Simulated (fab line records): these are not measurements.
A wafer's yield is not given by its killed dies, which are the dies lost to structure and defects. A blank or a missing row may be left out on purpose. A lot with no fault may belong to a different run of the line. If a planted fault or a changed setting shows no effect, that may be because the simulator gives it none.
Comparing a struck lot with a sound one | flow nand_harc | 15 steps out of a route of 1302
Sound: these wafers, L359.2, L359.4, L359.5. Struck: wafer L378.2. (L378.3, L378.6 of the same lot were not struck and are left out.) The cause comes at the end.
Each step with rows lists, per side, the tool, then ch with its chambers, then its first start. Under that, the readings that differ: sound wafers | struck wafers | difference of the means | sigmas: that difference in standard deviations of wafers without a fault.
alike: same words and numbers on both sides, and readings whose means sit less than 2 such deviations apart. not compared: any withheld reading, any reading some wafer has no value for, any bound like >300 that may hide the same value, and any number with overlapping values for which the record gives no deviation.
Wherever a step has rows on one side only, a row that says differs or no value, or a row with sigmas, the two part there. Numbers that have no deviation but don't overlap get no sigmas and don't part them. A reading that every wafer of one side lacks parts them only if that side has two wafers or more.

first, 8 steps without rows for these wafers: NHARC_A_SLIT_DEHYDRATE_01 (time 120 s); NHARC_A_SLIT_HMDS_02 (time 30 s); NHARC_A_SLIT_COAT_03 (resist thk 90 nm); NHARC_A_SLIT_SOFTBAKE_04 (time 55 s); NHARC_A_SLIT_EBR_05; NHARC_A_SLIT_EXPOSE_06 (exposes mask SLIT); NHARC_A_SLIT_PEB_07 (peb time 65 s); NHARC_A_SLIT_DEVELOP_08 (develop time 35 s).
NHARC_A_SLIT_CD_MEAS_09: target cd 300 nm.
  sound on cd_sem-03 ch 0, day 20 01:18; struck on cd_sem-01 ch 0, day 28 20:17
  alike: cd_nm
NHARC_A_SLIT_OVL_MEAS_10:
  sound: overlay-02 at day 20 01:23; struck: overlay-01 at day 28 20:22
  reading           | sound          | struck | difference | sigmas
  overlay_y_nm (nm) | -1.2 -0.9 -0.8 | 0.2    | +1.2       | +2
  alike: overlay_x_nm
NHARC_A_SLIT_INSPECT_11:
  sound: defect_inspect-02 at day 20 01:25; struck: defect_inspect-02 at day 28 20:24
  alike: raw_defect_count
NHARC_A_SLIT_DESCUM_14: chemistry O2, time 3 s.
  sound on rie_diel-10 ch 0,1,2, day 20 01:29; struck on rie_diel-04 ch 1, day 28 20:28
  reading      | sound          | struck | difference | sigmas
  rf_vpp_V (V) | 57.0 57.5 57.7 | 59.6   | +2.2       | +3
  alike: drypump_motor_current_A, mfc_ar_sccm, oes_product_au, showerhead_plenum_p_Torr, throttle_valve_pct
  not compared: rf_hours_counter_h
NHARC_A_SLIT_ETCH_24: etches the open film in CF4/CHF3, target depth 121 nm, time 60.5 s.
  sound on rie_diel-10 ch 0,1,2, day 20 01:35; struck on rie_diel-04 ch 0, day 28 20:34
  reading          | sound          | struck | difference | sigmas
  run_length_s (s) | 82.3 81.7 82.2 | 70.1   | -12.0      | -28
  alike: drypump_motor_current_A, mfc_ar_sccm, oes_product_au, rf_vpp_V, showerhead_plenum_p_Torr, throttle_valve_pct
  not compared: bias_w, rf_hours_counter_h
NHARC_A_SLIT_ETCH_15: etches the open film in O2/COS, target depth 6200 nm, time 1612 s.
  sound on rie_diel-10 ch 0,3; struck on rie_diel-04 ch 3
  alike: bias_w, drypump_motor_current_A, mfc_ar_sccm, oes_product_au, rf_vpp_V, run_length_s, showerhead_plenum_p_Torr, throttle_valve_pct
  not compared: rf_hours_counter_h
-- record jumps: 5 days between struck wafers' starts before vs after; left off in module A_SLIT, resumes in module END, first step shown is number 1302 of the route --
NHARC_END_SORT_01:
  only the struck wafers appear in the record here, on prober-02 ch 0 at day 33 11:38; the sound ones have no rows

== WHERE THEY PART ==
Last at NHARC_END_SORT_01 as far as this record goes, first at NHARC_A_SLIT_OVL_MEAS_10.

WHY: whatever the simulator had introduced
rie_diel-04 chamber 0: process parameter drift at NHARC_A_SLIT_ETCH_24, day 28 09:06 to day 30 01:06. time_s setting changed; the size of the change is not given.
